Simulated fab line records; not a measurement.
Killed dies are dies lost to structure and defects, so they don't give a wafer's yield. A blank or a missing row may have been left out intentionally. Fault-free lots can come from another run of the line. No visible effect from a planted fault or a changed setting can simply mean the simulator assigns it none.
Matching of chambers -- flow nand harc -- 4 sister chambers for NHARC_A_WL_FILL_ALD_19 on ald metal-01
The step deposits TiN, target thk 2 nm, pulse time 3 s, ald cycles 100. 20 wafers are shown with their chamber, then 10 later ones without.

WAFERS WITH THEIR CHAMBER
wafer,chamber,heater power w (W),precursor pulse height rel
L077.1,3,1082,0.980
L077.2,0,1022,1.017
L077.4,2,1181,0.994
L078.2,1,1096,0.989
L078.3,3,1085,0.996
L078.5,0,1039,0.994
L078.1,0,1034,1.021
L078.4,2,1176,1.003
L078.6,3,1052,1.031
L080.1,0,1001,0.986
L080.4,2,1165,1.011
L080.6,1,1063,0.984
L084.1,0,1031,1.014
L084.2,2,1178,0.997
L084.6,0,1020,0.987
L083.1,3,1148,0.999
L083.2,0,1039,1.047
L083.5,3,1131,0.990
L086.1,0,1044,0.997
L086.4,2,1175,0.981

SIGNATURES (averages over the wafers above)
reading,chamber 0,chamber 1,chamber 2,chamber 3,scatter within a chamber
heater power w,1028.75,1079.50,1175.00,1099.60,22.6
precursor pulse height rel,1.00787,0.98650,0.99720,0.99920,0.0177
Rule: for a wafer and a chamber, the distance is found by dividing, reading by reading, the gap between the wafer's reading and the chamber's mean by the reading's scatter, squaring, summing and taking the root. If the next closest chamber is less than 2 further off than the closest, the wafer can't be placed; otherwise it belongs to the closest. The scatter: the root of (the sum of the squares of (reading less its chamber's mean) over the shown wafers, divided by (wafers less chambers)).

WAFERS WHOSE CHAMBER IS MISSING
wafer,heater power w (W),precursor pulse height rel
L086.5,1166,1.028
L090.1,1021,0.972
L090.2,1036,0.988
L090.3,1126,0.977
L090.4,1191,0.975
L090.5,1034,1.019
L090.6,1022,1.006
L092.3,1046,1.005
L092.4,1196,1.003
L092.6,1048,1.018

WHICH CHAMBER EACH ONE RAN IN
wafer,from the rows above,in truth
L086.5,can't be placed: 2 or 3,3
L090.1,can't be placed: 0 or 1 or 3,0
L090.2,can't be placed: 0 or 1 or 3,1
L090.3,can't be placed: 3 or 1 or 2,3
L090.4,2,2
L090.5,0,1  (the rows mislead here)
L090.6,0,0
L092.3,can't be placed: 0 or 1 or 3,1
L092.4,2,2
L092.6,can't be placed: 0 or 1 or 3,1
Correctly placed: 3 of 10. These rows do not allow placing 6 (true chamber among the candidates in 6). Placed wrongly: 1.
